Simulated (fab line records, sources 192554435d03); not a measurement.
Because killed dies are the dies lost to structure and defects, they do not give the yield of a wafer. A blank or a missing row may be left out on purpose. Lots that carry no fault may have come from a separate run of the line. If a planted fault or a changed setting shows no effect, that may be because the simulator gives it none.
Matching of chambers + flow n5 finfet + 4 sister chambers for N5_FIN_SAQP_ETCH_57 on rie diel-06
The step etches SiNx in CH3F/O2, target depth 32.5 nm, time 46.4 s. 16 wafers are shown with their chamber, then 8 later ones without.

== WAFERS, EACH WITH ITS CHAMBER ==
| wafer  | chamber | throttle valve pct (%) | rf vpp V (V) | showerhead plenum p Torr (Torr) |
|--------|---------|------------------------|--------------|---------------------------------|
| L076.2 | 1       | 16.35                  | 308          | 2.01                            |
| L076.4 | 0       | 16.08                  | 319          | 2.03                            |
| L076.6 | 1       | 16.35                  | 310          | 2.01                            |
| L077.1 | 0       | 16.11                  | 319          | 2.03                            |
| L077.2 | 3       | 16.50                  | 312          | 2.02                            |
| L077.6 | 2       | 15.89                  | 298          | 2.09                            |
| L078.1 | 0       | 16.09                  | 320          | 2.03                            |
| L078.4 | 2       | 15.90                  | 297          | 2.09                            |
| L078.6 | 0       | 16.08                  | 320          | 2.03                            |
| L087.1 | 3       | 16.55                  | 312          | 2.01                            |
| L087.2 | 0       | 16.12                  | 318          | 2.02                            |
| L087.3 | 1       | 16.42                  | 308          | 2.00                            |
| L088.3 | 0       | 16.13                  | 317          | 2.02                            |
| L088.5 | 0       | 16.14                  | 318          | 2.02                            |
| L088.6 | 3       | 16.55                  | 311          | 2.01                            |
| L093.1 | 3       | 16.56                  | 312          | 2.00                            |

SIGNATURES (averages over the wafers above)
| reading                  | chamber 0 | chamber 1 | chamber 2 | chamber 3 | scatter within a chamber |
|--------------------------|-----------|-----------|-----------|-----------|--------------------------|
| throttle valve pct       | 16.1071   | 16.3733   | 15.8950   | 16.5400   | 0.0275                   |
| rf vpp V                 | 318.71    | 308.67    | 297.50    | 311.75    | 0.972                    |
| showerhead plenum p Torr | 2.0257    | 2.0067    | 2.0900    | 2.0100    | 0.00604                  |
Rule: for a wafer and a chamber, the distance is found by dividing, reading by reading, the gap between the wafer's reading and the chamber's mean by the reading's scatter, squaring, summing and taking the root. The wafer belongs to the nearest chamber; if the next one is less than 2 further off, it can't be placed. The scatter: the root of (the sum of the squares of (reading less its chamber's mean) over the shown wafers, divided by (wafers less chambers)).

== WAFERS WHOSE CHAMBER IS MISSING ==
| wafer  | throttle valve pct (%) | rf vpp V (V) | showerhead plenum p Torr (Torr) |
|--------|------------------------|--------------|---------------------------------|
| L093.2 | 15.94                  | 296          | 2.08                            |
| L093.3 | 16.40                  | 309          | 1.99                            |
| L095.1 | 16.16                  | 318          | 2.01                            |
| L095.3 | 16.56                  | 310          | 2.00                            |
| L095.6 | 15.96                  | 298          | 2.08                            |
| L097.1 | 15.96                  | 298          | 2.08                            |
| L097.3 | 16.16                  | 318          | 2.01                            |
| L097.6 | 16.43                  | 307          | 1.99                            |

== WHICH CHAMBER EACH ONE RAN IN ==
| wafer  | from the rows above | in truth |
|--------|---------------------|----------|
| L093.2 | 2                   | 2        |
| L093.3 | 1                   | 1        |
| L095.1 | 0                   | 0        |
| L095.3 | 3                   | 3        |
| L095.6 | 2                   | 2        |
| L097.1 | 2                   | 2        |
| L097.3 | 0                   | 0        |
| L097.6 | 1                   | 1        |
8 of 8 placed correctly. From these rows, 0 cannot be placed. Wrongly placed: 0.
